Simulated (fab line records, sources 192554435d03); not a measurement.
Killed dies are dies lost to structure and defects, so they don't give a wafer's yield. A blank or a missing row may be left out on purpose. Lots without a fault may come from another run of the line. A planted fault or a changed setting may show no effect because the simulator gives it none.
fab line records | flow n5_finfet
record lots=24 wafers=72 last_day=18
route steps=1938 shown BEOL_M7@1263
lots that met no fault: from a run of the same line without faults
start_h: hours from the record's first day to the start of the lot's first wafer shown | wait_h: hours since the lot's step before | " the same as in the row above | L1.1+2: a row that stands for several wafers | - no value, or no start given | * or withheld: withheld | < > ~ a bound
route shown NAME@n: a module of which the file shows steps, and the number in the route of the first | usual: mean/standard deviation of fault-free wafers | same: alike in all rows | chamber/n: place in a boat | sites: the reading at each site | _std_site: their standard deviation | _edge_site: outer sites' mean less inner sites' | radius_mm: how far each site lies from the wafer's centre | mask NAME#n: copy n | behind: the tool/chamber that last shaped the wafer | hold: why the lot was held/for how many hours/how that ended | device: the transistor (n, p or np) that didn't switch | end of line: the same wafers' tests at the end of the route | a step without rows: its recipe alone | killed: dies lost to structure and defects at the first sort, not the wafer's yield | map: a wafer's dies, x killed, . not, _ none there
set.NAME: the setting as run; set.NAME@STEP: as run at that earlier step | model.NAME: the simulator's own value behind a step, which no gauge read
steps of the route over a sample of lots; a table a step, a row a wafer
services: from which hour (start_h, from the record's first day; less than 0 if before it) a tool's chamber was out of use, for how many hours, and why
## steps
# step N5_BEOL_M7_ILD_DEP_00
# recipe material=SiCOH_lowk target_thk_a=1797.5 temp_c=300 precursor=DEMS/porogen pressure_torr=5 rf_w=500 time_s=33.4
# usual heater_power_outer_w=142/26 heater_power_w=309/52 showerhead_plenum_p_Torr=5.739/0.01 throttle_valve_pct=14.0/0.59
# columns lot.wafer tool chamber start_h wait_h heater_power_outer_w heater_power_w showerhead_plenum_p_Torr throttle_valve_pct
L074.1 pecvd-04 2 192.88 0.0 126 265 5.740 13.7
L074.4 " 1 " " 102 238 5.735 13.8
L074.5 " 0 " " 144 317 5.743 14.0
L075.1 pecvd-03 1 199.16 0.0 84 212 5.718 14.5
L075.2 " 2 " " 128 316 5.757 13.9
L075.6 " 0 " " 169 360 5.739 13.6
L077.2 pecvd-04 2 217.38 0.0 136 276 5.744 13.5
L077.5 " 0 " " 149 316 5.729 14.2
L077.6 " 2 " " 140 281 5.750 13.7
L076.1 pecvd-04 2 218.83 0.0 124 258 5.746 13.6
L076.4 " 0 " " 163 336 5.737 14.1
L076.5 " 1 " " 136 294 5.750 13.7
L079.2 pecvd-01 0 225.39 0.0 196 450 5.736 15.7
L079.5 " 1 " " 159 301 5.754 14.6
L079.6 " 0 " " 130 358 5.753 15.2
L080.2 pecvd-04 0 240.76 0.0 166 340 5.722 14.0
L080.3 " 1 " " 139 292 5.738 13.9
L080.4 " 0 " " 169 352 5.738 14.0
L081.4 pecvd-03 2 245.28 0.1 148 337 5.752 14.1
L081.5 " 0 " " 146 337 5.746 13.6
L081.6 " 1 " " 122 260 5.736 14.5
L082.2 pecvd-03 2 263.99 0.0 143 335 5.733 14.0
L082.4 " 1 " " 100 237 5.744 14.2
L082.5 " 0 " " 177 373 5.739 13.3
L083.1 pecvd-01 2 272.18 0.0 161 337 5.744 12.8
L083.2 " 1 " " 145 293 5.742 14.6
L083.3 " 0 " " 153 382 5.742 15.4
L078.1 pecvd-04 2 273.00 0.0 115 252 5.746 13.8
L078.3 " 1 " " 127 281 5.740 14.0
L078.4 " 2 " " 123 255 5.720 13.6
L084.1 pecvd-01 2 286.92 0.0 155 330 5.727 12.8
L084.2 " 0 " " 199 453 5.735 15.6
L084.6 " 0 " " 199 450 5.734 15.4
L086.2 pecvd-01 1 294.55 0.0 134 265 5.752 14.6
L086.4 " 0 " " 162 418 5.738 15.5
L086.5 " 2 " " 153 326 5.749 12.8
L087.1 pecvd-03 0 294.82 0.0 174 362 5.747 13.6
L087.3 " 0 " " 181 376 5.746 13.6
L087.4 " 2 " " 122 307 5.747 13.8
L085.1 pecvd-04 2 298.37 0.0 145 280 5.737 13.8
L085.5 " 0 " " 170 341 5.744 14.0
L085.6 " 2 " " 147 289 5.738 13.8
L089.1 pecvd-04 1 308.41 0.0 120 271 5.736 14.0
L089.5 " 1 " " 124 270 5.713 13.9
L089.6 " 2 " " 144 289 5.731 13.8
L090.1 pecvd-03 2 319.23 0.0 144 338 5.740 14.1
L090.4 " 0 " " 174 378 5.746 13.7
L090.6 " 1 " " 105 237 5.729 14.3
L088.3 pecvd-01 0 319.25 0.0 150 377 5.745 15.6
L088.5 " 1 " " 136 264 5.755 14.8
L088.6 " 0 " " 159 393 5.741 15.6
L093.1 pecvd-03 1 322.00 0.0 94 222 5.734 14.6
L093.3 " 1 " " 100 233 5.744 14.4
L093.6 " 0 " " 182 384 5.747 13.6
L091.2 pecvd-03 2 326.49 0.0 129 320 5.739 14.2
L091.3 " 0 " " 182 378 5.751 13.9
L091.6 " 2 " " 135 313 5.738 13.9
L095.2 pecvd-04 1 330.22 0.0 118 271 5.742 14.0
L095.3 " 2 " " 104 228 5.730 13.8
L095.6 " 1 " " 128 283 5.730 14.0
L092.3 pecvd-04 0 332.26 0.0 122 284 5.730 14.0
L092.4 " 0 " " 124 291 5.745 13.8
L092.5 " 1 " " 115 261 5.737 14.2
L094.1 pecvd-04 2 336.38 0.0 114 241 5.741 13.7
L094.2 " 1 " " 117 267 5.739 14.0
L094.5 " 1 " " 120 267 5.738 14.1
L096.4 pecvd-03 1 345.23 0.1 114 253 5.721 14.6
L096.5 " 2 " " 127 304 5.745 14.2
L096.6 " 0 " " 158 354 5.722 13.7
L097.1 pecvd-04 2 350.66 0.0 126 270 5.730 13.9
L097.3 " 0 " " 166 348 5.730 13.9
L097.4 " 1 " " 130 280 5.728 13.6
# step N5_BEOL_M7_DESCUM_16
# recipe chemistry=O2 time_s=7.9 source_power_w=50 bias_power_w=20 pressure_mtorr=20 rf_frequency_hz=2.712e+07 temp_c=40 resist=CAR-ArF o2_flow_sccm=225
# usual drypump_motor_current_A=5.5/0.35 oes_product_au=0.80/0.092 rf_vpp_V=243.1/1.4 showerhead_plenum_p_Torr=2.09/0.072 throttle_valve_pct=20.44/0.22
# columns lot.wafer tool chamber start_h wait_h drypump_motor_current_A oes_product_au rf_hours_counter_h rf_vpp_V showerhead_plenum_p_Torr throttle_valve_pct
L074.1 rie_diel-06 3 196.57 0.1 5.9 0.93 22 242.7 2.05 20.35
L074.4 " 2 " " 5.4 0.68 - 241.3 1.97 20.70
L074.5 " 1 " " 4.9 0.77 - 243.7 2.18 20.62
L075.1 rie_diel-06 3 203.95 0.2 5.9 0.93 24 241.7 2.05 20.37
L075.2 " 2 " " 5.4 0.68 255 240.8 1.97 20.72
L075.6 " 0 " " 5.3 0.75 - 244.9 2.09 20.84
L077.2 rie_diel-06 0 221.98 0.0 5.3 0.74 161 243.1 2.09 20.85
L077.5 " 3 " " 5.9 0.92 - 241.7 2.04 20.37
L077.6 " 1 " " 4.9 0.75 - 242.3 2.18 20.62
L076.1 rie_diel-02 0 222.49 0.0 5.4 0.77 115 242.9 2.02 20.41
L076.4 " 3 " " 5.2 0.70 218 242.5 2.06 20.23
L076.5 " 2 " " 6.1 0.73 - 243.6 2.08 20.48
L079.2 rie_diel-04 2 231.15 0.4 5.8 0.96 6 245.3 2.23 20.42
L079.5 " 2 " " 5.9 0.97 - 245.8 2.23 20.44
L079.6 " 3 " " 5.6 0.86 - 244.0 2.04 20.12
L080.2 rie_diel-06 0 243.49 0.0 5.2 0.73 168 242.5 2.09 20.86
L080.3 " 2 " " 5.4 0.98 3 246.1 2.24 20.39
L080.4 " 1 " " 4.9 0.76 - 243.9 2.18 20.63
L081.4 rie_diel-02 0 246.57 0.0 5.4 0.77 - 243.0 2.02 20.44
L081.5 " 2 " " 6.0 0.72 - 241.2 2.08 20.49
L081.6 " 3 " " 5.2 0.69 - 242.6 2.06 20.26
L082.2 rie_diel-04 3 266.84 0.2 5.6 0.84 82 242.8 2.03 20.13
L082.4 " 2 " " 5.8 0.93 13 245.3 2.23 20.46
L082.5 " 3 " " 5.6 0.84 - 242.4 2.03 20.15
L083.1 rie_diel-04 0 274.63 0.0 5.1 0.90 29 242.1 2.04 20.56
L083.2 " 2 " " 5.8 0.94 16 245.8 2.23 20.44
L083.3 " 3 " " 5.6 0.84 85 242.7 2.03 20.15
L078.1 rie_diel-04 2 274.88 0.1 5.8 0.93 16 245.6 2.23 20.45
L078.3 " 0 " " 5.1 0.90 29 241.4 2.04 20.54
L078.4 " 3 " " 5.6 0.84 85 241.2 2.03 20.15
L084.1 rie_diel-06 3 288.71 0.2 5.9 0.90 43 241.7 2.04 20.36
L084.2 " 0 " " 5.3 0.72 184 242.7 2.08 20.89
L084.6 " 0 " " 5.3 0.72 - 243.2 2.08 20.88
L086.2 rie_diel-02 1 297.13 0.2 5.9 0.93 10 244.4 2.13 20.04
L086.4 " 3 " " 5.2 0.67 242 242.6 2.05 20.28
L086.5 " 1 " " 5.8 0.93 - 244.1 2.13 20.02
L087.1 rie_diel-02 2 297.39 0.3 6.1 0.72 196 242.9 2.07 20.52
L087.3 " 0 " " 5.4 0.76 139 243.6 2.01 20.47
L087.4 " 3 " " 5.2 0.69 242 242.8 2.05 20.27
L085.1 rie_diel-02 3 300.67 0.3 5.2 0.68 243 242.5 2.05 20.27
L085.5 " 3 " " 5.2 0.68 - 242.1 2.05 20.28
L085.6 " 2 " " 6.0 0.71 - 243.0 2.07 20.52
L089.1 rie_diel-04 2 312.46 0.0 5.9 0.90 26 245.0 2.23 20.47
L089.5 " 2 " " 5.8 0.90 - 244.6 2.23 20.47
L089.6 " 3 " " 5.6 0.82 - 243.6 2.03 20.14
L088.3 rie_diel-02 3 321.18 0.0 5.2 0.68 248 243.2 2.05 20.26
L088.5 " 2 " " 6.0 0.70 - 243.6 2.07 20.54
L088.6 " 3 " " 5.2 0.68 - 240.9 2.05 20.27
L090.1 rie_diel-02 0 321.44 0.1 5.4 0.74 145 242.5 2.01 20.47
L090.4 " 3 " " 5.2 0.68 248 243.3 2.05 20.28
L090.6 " 0 " " 5.4 0.75 - 241.2 2.01 20.48
L093.1 rie_diel-06 0 324.96 0.0 5.3 0.73 193 244.0 2.08 20.91
L093.3 " 3 " " 5.9 0.89 51 242.9 2.04 20.40
L093.6 " 3 " " 5.9 0.88 - 242.3 2.04 20.39
L091.2 rie_diel-04 2 328.61 0.1 5.8 0.90 30 243.2 2.22 20.48
L091.3 " 0 " " 5.1 0.88 43 240.2 2.04 20.55
L091.6 " 0 " " 5.1 0.88 - 241.8 2.04 20.57
L095.2 rie_diel-02 2 334.55 0.6 6.0 0.70 205 241.6 2.07 20.53
L095.3 " 0 " " 5.4 0.75 148 240.8 2.01 20.47
L095.6 " 1 " " 5.8 0.91 - 244.3 2.13 20.04
L092.3 rie_diel-04 0 334.78 0.5 5.1 0.88 44 240.4 2.04 20.56
L092.4 " 2 " " 5.8 0.90 31 244.4 2.22 20.47
L092.5 " 2 " " 5.8 0.90 - 244.8 2.22 20.46
L094.1 rie_diel-04 3 339.18 0.0 5.6 0.82 101 241.8 2.03 20.16
L094.2 " 2 " " 5.8 0.88 33 245.5 2.22 20.49
L094.5 " 0 " " 5.1 0.87 - 243.0 2.04 20.58
L096.4 rie_diel-06 1 350.07 0.1 4.9 0.73 193 243.9 2.17 20.68
L096.5 " 0 " " 5.3 0.72 - 241.7 2.08 20.90
L096.6 " 1 " " 4.9 0.73 - 244.8 2.17 20.67
L097.1 rie_diel-06 0 352.32 0.1 5.3 0.72 201 243.8 2.08 20.90
L097.3 " 2 " " 5.4 0.89 32 245.1 2.22 20.41
L097.4 " 1 " " 4.9 0.73 195 243.9 2.17 20.69
# step N5_BEOL_M7_VIA_ETCH_34
# recipe chemistry=C4F6/O2 target=SiCOH_lowk target_depth_a=1255 mask_material=SOC taper_deg=4 time_s=50.5 ion_energy_ev=250 pressure_mtorr=30 source_w=345 bias_w=185 Ar_flow_sccm=300 C4F6_flow_sccm=10 O2_flow_sccm=10
# usual bias_w=185.0/0.54 drypump_motor_current_A=5.5/0.34 oes_product_au=0.81/0.086 rf_vpp_V=664/6.3 showerhead_plenum_p_Torr=2.85/0.091 throttle_valve_pct=20.88/0.21
# columns lot.wafer tool chamber start_h wait_h bias_w drypump_motor_current_A oes_product_au rf_hours_counter_h rf_vpp_V showerhead_plenum_p_Torr throttle_valve_pct
L074.1 rie_diel-02 3 198.69 0.0 185.6 5.2 0.70 212 660 2.82 20.72
L074.4 " 0 " " 184.8 5.4 0.78 108 660 2.76 20.91
L074.5 " 2 " " 185.5 6.0 0.73 - 665 2.83 20.93
L075.1 rie_diel-06 0 214.52 0.0 184.6 5.3 0.74 158 668 2.85 21.30
L075.2 " 3 " " 185.1 5.9 0.92 26 661 2.78 20.80
L075.6 " 1 " " 184.3 4.9 0.77 - 674 2.97 21.09
L077.2 rie_diel-06 3 224.39 0.0 184.7 5.9 0.91 29 661 2.78 20.81
L077.5 " 1 " " 185.4 4.9 0.76 - 675 2.96 21.07
L077.6 " 0 " " 184.1 5.3 0.74 - 667 2.85 21.34
L076.1 rie_diel-06 1 224.86 0.0 185.5 4.9 0.77 156 675 2.96 21.11
L076.4 " 1 " " 184.7 4.9 0.76 - 677 2.96 21.09
L076.5 " 0 " " 185.3 5.3 0.75 - 666 2.85 21.31
L079.2 rie_diel-04 2 234.51 0.0 185.4 5.8 0.96 7 673 3.04 20.97
L079.5 " 3 " " 185.3 5.6 0.86 - 659 2.77 20.56
L079.6 " 2 " " 184.7 5.8 0.97 - 672 3.04 20.97
L080.2 rie_diel-02 0 245.31 0.0 184.9 5.4 0.78 122 661 2.76 20.95
L080.3 " 3 " " 184.8 5.2 0.70 225 660 2.81 20.74
L080.4 " 3 " " 184.8 5.2 0.70 - 659 2.81 20.74
L081.4 rie_diel-02 2 248.68 0.0 184.7 6.0 0.72 - 664 2.83 20.99
L081.5 " 3 " " 186.1 5.2 0.69 - 660 2.81 20.73
L081.6 " 0 " " 184.7 5.4 0.78 - 660 2.76 20.93
L082.2 rie_diel-04 2 269.14 0.0 184.4 5.9 0.94 14 672 3.03 20.98
L082.4 " 3 " " 184.4 5.6 0.84 83 659 2.77 20.58
L082.5 " 1 " " 185.4 5.2 0.73 - 666 2.85 20.67
L083.1 rie_diel-02 2 276.55 0.0 184.9 6.1 0.71 190 664 2.83 20.97
L083.2 " 3 " " 185.4 5.2 0.68 235 662 2.81 20.75
L083.3 " 0 " " 185.3 5.4 0.77 132 660 2.75 20.96
L078.1 rie_diel-02 2 276.95 0.0 185.2 6.0 0.71 190 664 2.83 20.97
L078.3 " 1 " " 184.4 5.8 0.96 4 666 2.91 20.50
L078.4 " 3 " " 185.4 5.2 0.68 235 659 2.81 20.74
L084.1 rie_diel-04 0 290.64 0.0 184.6 5.1 0.90 33 654 2.78 20.99
L084.2 " 3 " " 184.7 5.6 0.83 89 659 2.77 20.60
L084.6 " 1 " " 185.2 5.2 0.73 - 665 2.84 20.68
L086.2 rie_diel-04 3 300.17 0.0 185.4 5.6 0.83 91 660 2.76 20.58
L086.4 " 1 " " 185.6 5.2 0.73 173 665 2.84 20.70
L086.5 " 0 " " 184.6 5.1 0.90 - 654 2.78 21.00
L087.1 rie_diel-06 1 300.27 0.0 185.6 4.9 0.74 181 677 2.95 21.12
L087.3 " 3 " " 184.9 5.9 0.89 45 661 2.77 20.82
L087.4 " 2 " " 185.4 5.4 0.91 19 677 3.03 20.88
L085.1 rie_diel-06 2 301.82 0.0 185.1 5.3 0.90 19 678 3.03 20.87
L085.5 " 0 " " 185.5 5.3 0.72 - 666 2.84 21.37
L085.6 " 1 " " 184.8 4.9 0.73 - 675 2.95 21.12
L089.1 rie_diel-04 3 315.86 0.0 184.5 5.7 0.83 95 658 2.76 20.59
L089.5 " 1 " " 184.4 5.2 0.72 - 666 2.84 20.68
L089.6 " 0 " " 184.1 5.1 0.89 - 655 2.77 21.00
L088.3 rie_diel-04 2 323.96 0.0 186.0 5.8 0.90 29 672 3.03 21.01
L088.5 " 0 " " 184.6 5.1 0.88 - 656 2.77 21.01
L088.6 " 3 " " 184.7 5.6 0.83 - 659 2.76 20.61
L090.1 rie_diel-02 3 324.14 0.0 184.4 5.2 0.67 248 661 2.80 20.75
L090.4 " 1 " " 185.4 5.8 0.92 16 667 2.90 20.53
L090.6 " 0 " " 184.9 5.4 0.75 - 660 2.75 20.97
L093.1 rie_diel-02 3 327.33 0.0 185.1 5.2 0.67 249 659 2.80 20.76
L093.3 " 0 " " 185.0 5.4 0.75 146 660 2.75 20.96
L093.6 " 2 " " 186.0 6.0 0.70 - 663 2.82 21.00
L091.2 rie_diel-04 2 333.81 0.0 185.7 5.8 0.90 31 672 3.03 21.01
L091.3 " 1 " " 186.1 5.2 0.72 181 666 2.84 20.71
L091.6 " 2 " " 185.2 5.8 0.89 - 671 3.03 21.02
L095.2 rie_diel-04 0 338.88 0.0 184.4 5.1 0.88 45 653 2.77 21.01
L095.3 " 1 " " 184.9 5.2 0.72 183 666 2.84 20.70
L095.6 " 2 " " 184.4 5.8 0.91 - 673 3.02 21.00
L092.3 rie_diel-06 2 339.22 0.0 185.5 5.4 0.91 27 679 3.02 20.91
L092.4 " 2 " " 185.7 5.4 0.89 - 678 3.02 20.92
L092.5 " 3 " " 183.8 5.9 0.87 - 662 2.77 20.83
L094.1 rie_diel-04 3 341.05 0.0 185.0 5.6 0.82 102 658 2.76 20.60
L094.2 " 1 " " 185.3 5.2 0.72 184 666 2.84 20.68
L094.5 " 1 " " 185.7 5.2 0.72 - 665 2.84 20.69
L096.4 rie_diel-04 1 351.72 0.0 183.9 5.1 0.72 188 666 2.84 20.69
L096.5 " 0 " " 184.5 5.1 0.86 - 654 2.77 21.02
L096.6 " 1 " " 183.8 5.2 0.71 - 665 2.84 20.70
L097.1 rie_diel-04 1 353.98 0.0 184.9 5.1 0.72 188 664 2.84 20.71
L097.3 " 3 " " 184.4 5.6 0.82 106 660 2.76 20.61
L097.4 " 0 " " 184.7 5.1 0.88 51 653 2.77 21.03
# step N5_BEOL_M7_CURE_75
# recipe temp_c=370 time_s=120 ambient=DMADMS/He material=SiCOH_lowk
# usual lamp_power_pct=52.32/0.056 wafer_temp_C_max=371.7/0.56
# columns lot.wafer tool chamber start_h wait_h lamp_power_pct wafer_temp_C_max
L074.1 uv_cure-02 0 199.13 0.0 52.29 371.5
L074.4 " 0 " " 52.26 371.5
L074.5 " 0 " " 52.40 372.1
L075.1 uv_cure-02 1 214.96 0.0 52.29 372.5
L075.2 " 1 " " 52.33 371.4
L075.6 " 1 " " 52.21 372.0
L077.2 uv_cure-03 1 224.89 0.1 52.25 372.2
L077.5 " 1 " " 52.25 371.2
L077.6 " 1 " " 52.34 371.5
L076.1 uv_cure-03 1 225.44 0.2 52.36 371.7
L076.4 " 1 " " 52.34 371.1
L076.5 " 1 " " 52.44 371.5
L079.2 uv_cure-02 0 235.01 0.1 52.43 371.3
L079.5 " 0 " " 52.31 370.9
L079.6 " 0 " " 52.22 371.9
L080.2 uv_cure-01 0 245.95 0.2 52.30 371.2
L080.3 " 0 " " 52.31 371.2
L080.4 " 0 " " 52.33 371.5
L081.4 uv_cure-02 2 249.27 0.2 52.40 371.2
L081.5 " 2 " " 52.36 371.1
L081.6 " 2 " " 52.33 371.1
L082.2 uv_cure-02 2 269.64 0.1 52.42 371.8
L082.4 " 2 " " 52.29 372.0
L082.5 " 2 " " 52.33 371.3
L083.1 uv_cure-01 2 277.00 0.0 52.36 372.1
L083.2 " 2 " " 52.45 371.8
L083.3 " 2 " " 52.23 372.6
L078.1 uv_cure-01 2 277.40 0.0 52.30 372.6
L078.3 " 2 " " 52.35 373.8
L078.4 " 2 " " 52.23 372.0
L084.1 uv_cure-03 1 291.08 0.0 52.37 372.1
L084.2 " 1 " " 52.29 371.6
L084.6 " 1 " " 52.29 371.4
L086.2 uv_cure-01 0 300.66 0.1 52.34 371.5
L086.4 " 0 " " 52.31 371.2
L086.5 " 0 " " 52.33 371.2
L087.1 uv_cure-02 2 300.75 0.0 52.35 371.5
L087.3 " 2 " " 52.26 371.9
L087.4 " 2 " " 52.21 371.4
L085.1 uv_cure-03 2 302.27 0.0 52.34 372.1
L085.5 " 2 " " 52.37 371.7
L085.6 " 2 " " 52.39 371.3
L089.1 uv_cure-01 2 316.30 0.0 52.37 372.7
L089.5 " 2 " " 52.28 372.2
L089.6 " 2 " " 52.34 372.1
L088.3 uv_cure-03 1 324.50 0.1 52.23 371.2
L088.5 " 1 " " 52.37 371.1
L088.6 " 1 " " 52.38 370.9
L090.1 uv_cure-01 0 324.59 0.0 52.32 371.6
L090.4 " 0 " " 52.38 371.9
L090.6 " 0 " " 52.27 371.2
L093.1 uv_cure-01 2 327.92 0.2 52.24 372.5
L093.3 " 2 " " 52.26 372.2
L093.6 " 2 " " 52.31 372.2
L091.2 uv_cure-03 2 334.30 0.1 52.34 371.7
L091.3 " 2 " " 52.27 371.3
L091.6 " 2 " " 52.45 371.8
L095.2 uv_cure-02 2 339.38 0.1 52.30 371.7
L095.3 " 2 " " 52.26 371.6
L095.6 " 2 " " 52.29 372.4
L092.3 uv_cure-03 1 339.77 0.1 52.37 371.6
L092.4 " 1 " " 52.30 371.2
L092.5 " 1 " " 52.34 371.5
L094.1 uv_cure-03 2 341.50 0.0 52.35 371.8
L094.2 " 2 " " 52.27 371.3
L094.5 " 2 " " 52.35 372.5
L096.4 uv_cure-03 2 352.76 0.6 52.28 371.3
L096.5 " 2 " " 52.38 371.2
L096.6 " 2 " " 52.32 371.1
L097.1 uv_cure-02 1 354.42 0.0 52.25 371.2
L097.3 " 1 " " 52.33 372.0
L097.4 " 1 " " 52.33 372.3
# step N5_BEOL_M7_DEGAS_44
# recipe ambient=vacuum temp_c=250 time_s=60
# usual heater_power_w=328/27
# columns lot.wafer tool chamber start_h wait_h heater_power_w
L074.1 pvd_sputter-03 - 202.81 3.6 315
L074.4 " - " " 342
L074.5 " - " " 349
L075.1 pvd_sputter-02 - 215.41 0.4 312
L075.2 " - " " 376
L075.6 " - " " 385
L077.2 pvd_sputter-02 - 225.33 0.4 283
L077.5 " - " " 284
L077.6 " - " " 344
L076.1 pvd_sputter-02 - 225.85 0.4 369
L076.4 " - " " 279
L076.5 " - " " 308
L079.2 pvd_sputter-02 - 235.32 0.3 322
L079.5 " - " " 273
L079.6 " - " " 344
L080.2 pvd_sputter-02 - 248.46 2.4 336
L080.3 " - " " 277
L080.4 " - " " 313
L081.4 pvd_sputter-02 - 249.76 0.4 333
L081.5 " - " " 343
L081.6 " - " " 278
L082.2 pvd_sputter-03 - 270.18 0.5 335
L082.4 " - " " 305
L082.5 " - " " 313
L083.1 pvd_sputter-01 - 277.42 0.4 344
L083.2 " - " " 337
L083.3 " - " " 331
L078.1 pvd_sputter-02 - 278.28 0.8 340
L078.3 " - " " 303
L078.4 " - " " 378
L084.1 pvd_sputter-02 - 291.57 0.4 374
L084.2 " - " " 282
L084.6 " - " " 278
L086.2 pvd_sputter-01 - 301.20 0.5 341
L086.4 " - " " 334
L086.5 " - " " 347
L087.1 pvd_sputter-02 - 301.23 0.4 321
L087.3 " - " " 379
L087.4 " - " " 344
L085.1 pvd_sputter-03 - 304.49 2.2 346
L085.5 " - " " 313
L085.6 " - " " 316
L089.1 pvd_sputter-02 - 316.73 0.4 373
L089.5 " - " " 336
L089.6 " - " " 381
L088.3 pvd_sputter-01 - 325.00 0.4 346
L088.5 " - " " 343
L088.6 " - " " 340
L090.1 pvd_sputter-01 - 325.18 0.5 293
L090.4 " - " " 336
L090.6 " - " " 335
L093.1 pvd_sputter-02 - 328.38 0.4 318
L093.3 " - " " 343
L093.6 " - " " 343
L091.2 pvd_sputter-03 - 334.71 0.4 317
L091.3 " - " " 334
L091.6 " - " " 331
L095.2 pvd_sputter-01 - 341.39 2.0 326
L095.3 " - " " 335
L095.6 " - " " 304
L092.3 pvd_sputter-01 - 341.47 1.6 346
L092.4 " - " " 312
L092.5 " - " " 335
L094.1 pvd_sputter-01 - 341.91 0.4 342
L094.2 " - " " 299
L094.5 " - " " 346
L096.4 pvd_sputter-01 - 354.23 1.4 309
L096.5 " - " " 308
L096.6 " - " " 344
L097.1 pvd_sputter-01 - 355.11 0.6 335
L097.3 " - " " 338
L097.4 " - " " 314
# step N5_BEOL_M7_PRE_CLEAN_45
# recipe gas=H2/He time_s=30 temp_c=250
# usual heater_power_w=328/27
# columns lot.wafer tool chamber start_h wait_h heater_power_w
L074.1 pvd_sputter-03 - 202.85 0.0 303
L074.4 " - " " 341
L074.5 " - " " 332
L075.1 pvd_sputter-02 - 215.45 0.0 316
L075.2 " - " " 388
L075.6 " - " " 377
L077.2 pvd_sputter-02 - 225.37 0.0 282
L077.5 " - " " 277
L077.6 " - " " 335
L076.1 pvd_sputter-02 - 225.89 0.0 374
L076.4 " - " " 281
L076.5 " - " " 326
L079.2 pvd_sputter-02 - 235.36 0.0 316
L079.5 " - " " 288
L079.6 " - " " 327
L080.2 pvd_sputter-02 - 248.50 0.0 337
L080.3 " - " " 273
L080.4 " - " " 308
L081.4 pvd_sputter-02 - 249.80 0.0 341
L081.5 " - " " 336
L081.6 " - " " 286
L082.2 pvd_sputter-03 - 270.22 0.0 324
L082.4 " - " " 313
L082.5 " - " " 307
L083.1 pvd_sputter-01 - 277.46 0.0 345
L083.2 " - " " 350
L083.3 " - " " 333
L078.1 pvd_sputter-02 - 278.32 0.0 339
L078.3 " - " " 323
L078.4 " - " " 382
L084.1 pvd_sputter-02 - 291.61 0.0 383
L084.2 " - " " 275
L084.6 " - " " 275
L086.2 pvd_sputter-01 - 301.24 0.0 346
L086.4 " - " " 327
L086.5 " - " " 348
L087.1 pvd_sputter-02 - 301.27 0.0 317
L087.3 " - " " 387
L087.4 " - " " 339
L085.1 pvd_sputter-03 - 304.53 0.0 331
L085.5 " - " " 312
L085.6 " - " " 317
L089.1 pvd_sputter-02 - 316.77 0.0 371
L089.5 " - " " 349
L089.6 " - " " 381
L088.3 pvd_sputter-01 - 325.04 0.0 334
L088.5 " - " " 340
L088.6 " - " " 344
L090.1 pvd_sputter-01 - 325.22 0.0 299
L090.4 " - " " 344
L090.6 " - " " 345
L093.1 pvd_sputter-02 - 328.42 0.0 316
L093.3 " - " " 343
L093.6 " - " " 340
L091.2 pvd_sputter-03 - 334.75 0.0 318
L091.3 " - " " 337
L091.6 " - " " 335
L095.2 pvd_sputter-01 - 341.43 0.0 342
L095.3 " - " " 344
L095.6 " - " " 299
L092.3 pvd_sputter-01 - 341.51 0.0 341
L092.4 " - " " 302
L092.5 " - " " 337
L094.1 pvd_sputter-01 - 341.95 0.0 339
L094.2 " - " " 306
L094.5 " - " " 342
L096.4 pvd_sputter-01 - 354.27 0.0 313
L096.5 " - " " 302
L096.6 " - " " 342
L097.1 pvd_sputter-01 - 355.15 0.0 338
L097.3 " - " " 344
L097.4 " - " " 308
## services
# columns tool chamber start_h hours kind
rie_diel-02 0 191.13 3.1 repair
rie_diel-02 2 193.27 4.3 repair
rie_diel-06 1 198.84 10.4 repair
pecvd-01 1 201.68 5.7 repair
pecvd-01 0 204.22 8.1 repair
pvd_sputter-01 - 211.92 2.5 repair
rie_diel-04 2 219.67 1.4 repair
rie_diel-04 2 236.89 15.1 repair
pecvd-03 2 238.59 4.2 repair
rie_diel-06 2 250.86 1.7 repair
rie_diel-02 - 260.37 0.3 repair
rie_diel-06 2 282.66 7.5 repair
pecvd-04 - 286.38 1.6 repair
pecvd-03 1 289.67 10.2 repair
pvd_sputter-01 - 330.10 7.7 repair
pecvd-01 0 332.94 3.8 repair
pecvd-01 - 333.07 1.1 repair
uv_cure-02 - 342.69 7.1 pm
uv_cure-03 - 343.31 2.1 pm
pvd_sputter-01 - 346.44 2.5 repair
rie_diel-02 1 348.12 7.7 repair
rie_diel-02 2 349.12 38.4 repair
uv_cure-01 - 350.43 2.7 repair
uv_cure-02 - 351.33 2.3 repair
## key
fault none
